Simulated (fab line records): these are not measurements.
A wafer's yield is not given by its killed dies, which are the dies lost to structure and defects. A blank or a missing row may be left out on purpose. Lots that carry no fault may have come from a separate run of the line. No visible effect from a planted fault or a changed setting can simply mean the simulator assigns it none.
Struck lot and sound lot, side by side    flow nand harc    17 out of 1302 route steps
Sound: the wafers L705.4, L705.5, L705.6. Wafers struck: L701.2, L701.3, L701.5. The cause comes at the end.
Per side, at each step with rows, come the tool, then ch with its chambers, and then its first start. Under that, the readings that differ: sound wafers    struck wafers    difference of the means    sigmas: that difference in standard deviations of wafers without a fault.
alike: words and numbers the same on both sides, and readings whose means are apart by under 2 such deviations; not compared: readings that were withheld, readings missing a value for some wafer, numbers with overlapping values and no deviation given by the record, and bounds like >300 which may hide the same value.
A row with sigmas, a row that says differs or no value, or rows on one side alone: a step with any of these is where the two part. Non-overlapping numbers with no deviation appear without sigmas and do not part them. Lack of a reading on every wafer of one side parts them only where that side has two or more wafers.

NHARC_P_M1_INSPECT_11:
  sound: defect inspect-01 at day 15 02:27; struck: defect inspect-02 at day 13 08:03
  alike: raw defect count
then, 1 step without rows for these wafers: NHARC_P_M1_DESCUM_14 (chemistry O2, time 3 s).
NHARC_P_M1_ETCH_35: etches the open film in N2/H2, target depth 40 nm, overetch 12 nm, time 43.94 s.
  sound on rie diel-04 ch 0,3, day 15 02:36; struck on rie diel-04 ch 1,2, day 13 08:12
reading                sound              struck             difference  sigmas
oes product au (a.u.)  0.986 0.991 0.975  1.004 0.998 1.007  +0.019      +3
  alike: drypump motor current A, rf vpp V, showerhead plenum p Torr, throttle valve pct
  not compared: rf hours counter h
NHARC_P_M1_ETCH_15: etches the open film in C4F8/Ar, target depth 182.5 nm, time 91.2 s.
  sound: rie diel-04 ch 1,2; struck: rie diel-04 ch 2,3
reading                sound              struck             difference  sigmas
oes product au (a.u.)  0.969 0.960 0.962  0.919 0.928 0.919  -0.042      -2
  alike: rf vpp V
  not compared: rf hours counter h
NHARC_P_M1_CD_MEAS_16:
  sound: cd sem-02 at day 15 02:50; struck: cd sem-01 at day 13 08:25
  alike: cd nm
then, 1 step without rows for these wafers: NHARC_P_M1_STRIP_18 (strips in N2/H2).
NHARC_P_M1_ETCH_28: etches the open film in CF4/N2, target depth 30 nm, time 72.99 s.
  sound: rie diel-13 ch 0,2,3; struck: rie diel-04 ch 0,1,2
  alike: drypump motor current A, oes product au, rf vpp V, showerhead plenum p Torr, throttle valve pct
  not compared: rf hours counter h
then, 1 step without rows for these wafers: NHARC_P_M1_STRIP_19 (strips in post etch residue remover, time 600 s).
NHARC_P_M1_DEGAS_29: time 60 s.
  sound: pvd sputter-01 at day 15 03:32; struck: pvd sputter-02 at day 13 09:09
  alike: heater power w
then, 3 steps without rows for these wafers: NHARC_P_M1_PRE_CLEAN_30 (time 30 s); NHARC_P_M1_PVD_20 (deposits TaN, target thk 5 nm, time 8.06 s); NHARC_P_M1_PVD_21 (deposits Cu, target thk 30 nm, time 20.49 s).
NHARC_P_M1_ECD_22: material Cu, target thk 400 nm.
  sound on ecd cu-02 ch 0,1, day 15 04:34; struck on ecd cu-01 ch 0,1, day 13 09:30
  no value came back on the struck wafers for bath heat duty pct (%), bath temp c (C); on the sound wafers bath heat duty pct (%) reads 8.6 7.0 7.6
NHARC_P_M1_ANNEAL_31: time 90 s.
  sound on rtp anneal-01 ch 0, day 15 04:58; struck on rtp anneal-02 ch 0, day 13 10:02
  alike: wafer_temp_C_max
NHARC_P_M1_CMP_23: polishes, t overpolish 20 s, target thk 157.82 nm.
  sound on cmp-04 ch 0,1,3, day 15 05:12; struck on cmp-01 ch 0,2,3, day 13 10:20
reading                 sound           struck       difference  sigmas
time to endpoint s (s)  30.3 29.2 28.2  4.5 1.3 1.1  -26.9       -14
  alike: motor current A
NHARC_P_M1_THK_MEAS_24: measures by xrf.
  sound: film metro-02 at day 15 05:28; struck: film metro-01 at day 13 10:49
reading      sound              struck          difference  sigmas
thk nm (nm)  155.8 158.3 158.3  29.3 30.7 29.2  -127.7      -99 or more
  not compared: hold
NHARC_END_SORT_01:
  the record has rows for the sound wafers here (prober-02 ch 0, day 34 04:35) and none for the struck ones

## WHERE THEY PART
Earliest at NHARC_P_M1_ETCH_35; latest, in this record, at NHARC_END_SORT_01.

WHY: what the simulator had put in
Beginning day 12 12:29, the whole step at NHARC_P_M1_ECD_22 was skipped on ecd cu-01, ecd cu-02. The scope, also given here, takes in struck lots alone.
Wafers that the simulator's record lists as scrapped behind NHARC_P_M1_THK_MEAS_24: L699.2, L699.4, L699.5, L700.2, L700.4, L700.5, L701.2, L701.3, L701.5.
